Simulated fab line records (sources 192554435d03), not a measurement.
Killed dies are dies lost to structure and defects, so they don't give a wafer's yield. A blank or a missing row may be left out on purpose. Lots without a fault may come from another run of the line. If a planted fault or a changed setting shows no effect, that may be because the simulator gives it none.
What tool caused it? | flow n5Finfet | 12 lots, 36 wafers sampled, at 2 steps of a route of 1938

WHAT EACH GAUGE READ, for each wafer
N5_BEOL_M9_INSPECT_58: inspects for defects (darkfield).
lot  | measured     | on               | rawDefectCount
L076 | day 10 02:06 | defectInspect-02 | 69 91 63
L077 | day 10 18:12 | defectInspect-02 | 43 67 49
L079 | day 11 03:35 | defectInspect-02 | 86 87 74
L081 | day 11 22:14 | defectInspect-01 | 50 43 64
L083 | day 12 20:40 | defectInspect-02 | 67 55 62
L085 | day 13 22:24 | defectInspect-01 | 47 61 56
L086 | day 13 23:40 | defectInspect-01 | 103 53 75
L090 | day 14 05:23 | defectInspect-02 | 72 104 50
L092 | day 14 15:25 | defectInspect-02 | 45 87 70
L093 | day 15 03:40 | defectInspect-02 | 63 60 66
L095 | day 15 10:40 | defectInspect-02 | 102 113 74
L097 | day 16 18:32 | defectInspect-02 | 110 76 69

EACH LOT AND THE TOOL THAT RAN IT (in order: tool; ch and the chambers of the sampled wafers; start)
lot  | N5_BEOL_M9_CMP_52
L076 | cmp-03 ch 0,1, day 10 01:37
L077 | cmp-04 ch 0,1,2, day 10 17:44
L079 | cmp-01 ch 1,2,3, day 11 03:13
L081 | cmp-03 ch 0,1,3, day 11 21:49
L083 | cmp-04 ch 1,2,3, day 12 20:13
L085 | cmp-04 ch 0,2, day 13 21:59
L086 | cmp-03 ch 2,3, day 13 23:15
L090 | cmp-01 ch 0,1,2, day 14 04:58
L092 | cmp-04 ch 2,3, day 14 14:57
L093 | cmp-03 ch 1,3, day 15 03:13
L095 | cmp-03 ch 0,1,3, day 15 10:17
L097 | cmp-03 ch 1,2,3, day 16 18:10
- N5_BEOL_M9_CMP_52: polishes, stops on SiCOH lowk, t overpolish 7 s, target thk 140 nm.

THE ANSWER, worked out from the rows above alone
Rule: the usual values come from the lots themselves. The widest of any qualifying gaps counts: lots, ordered by their means at a reading, are off when they make up no more than a third of the lots, leave a main group of 4 or more, and stand apart from it by 3 or more times the standard deviation of that group's means. If all means in a main group match to the digits the tables above print for the reading, that group is not used. A lot without any number at a reading at which 4 lots or more have one is off too. The other lots that the step has rows for count as sound.
None of the lots is off at any reading shown; this tells nothing.

WHAT THE SIMULATOR PUT IN
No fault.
